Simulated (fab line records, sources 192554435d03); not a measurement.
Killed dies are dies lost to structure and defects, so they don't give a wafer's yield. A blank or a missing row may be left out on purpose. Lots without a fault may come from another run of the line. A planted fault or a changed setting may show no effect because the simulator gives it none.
Problem report in the 8D (eight disciplines) form, filled by code | flow n5_finfet | the parts of the form that need people (team, actions taken, sign-off) are left out

1. THE PROBLEM
spin_speed_rpm at N5_ZERO_LAYER_COAT_05 reads a mean of 1465.4 rpm on 6 wafers of 2 lots; wafers without a fault read 1499.9 rpm with a standard deviation of 1.1. That is -31 standard deviations from the usual mean.
The step: resist thk 1000 nm.
First seen on wafer L371.2, day 4 06:24, on litho_track-02. The record holds 30 wafers of 10 lots with a number at this step. Rule for "out", or "out of limits": more than 4 standard deviations from the usual mean. The other wafers with a number count as sound.

2. WHAT IT IS AND WHAT IT IS NOT
question                    | is                     | is not
which readings at this step | spin_speed_rpm         | -
which lots                  | L371, L373             | L360, L361, L367, L369, L374, L377, L378, L380
which wafers of those lots  | all that have a number | -
read on which tools         | litho_track-02         | litho_track-03, litho_track-04
when                        | from day 4 06:24       | up to then (12 sound wafers); but 12 sound wafers of L374, L377, L378, L380 came after

3. SUSPECTS, AND WHAT RULES EACH OUT
Counting: a tool at a process step up to the reading stays a suspect if it ran every lot that is out and no sound lot after the first of them.
- litho_track-02 at N5_ZERO_LAYER_COAT_05 (resist thk 1000 nm): kept. It ran every lot that is out, first L371 (day 4 06:24), and no sound lot after that; its last sound lot up to then is L367 (day 3 06:22). Its own readings are out on those wafers: spin_speed_rpm.
Left after counting: litho_track-02 at N5_ZERO_LAYER_COAT_05.

4. THE CAUSE (what the simulator had put in)
Process parameter drift: litho_track-02, from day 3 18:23 on, at N5_ZERO_LAYER_COAT_05. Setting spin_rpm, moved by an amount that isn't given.
Counting left only this tool.

5. THE CHAIN OF EFFECTS, in route order
Each row: a reading whose mean over the struck wafers that have a number lies more than 3 standard deviations from the usual. Only readings for which the record gives a usual standard deviation are gone through. hours: the time from each lot's start at the first step in this table that gives one to its start at this step, as a median over the lots. sigmas: the change in usual standard deviations.
hours | step                  | reading        | usual      | on struck wafers | change | sigmas
0     | N5_ZERO_LAYER_COAT_05 | spin_speed_rpm | 1499.9 rpm | 1465.4           | -34.5  | -31
The process steps in it:
- N5_ZERO_LAYER_COAT_05: resist thk 1000 nm.

6. WHAT WOULD HAVE CAUGHT IT SOONER
In this record the first reading out of limits was taken at day 4 06:24, 12 hours after the fault began at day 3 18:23.
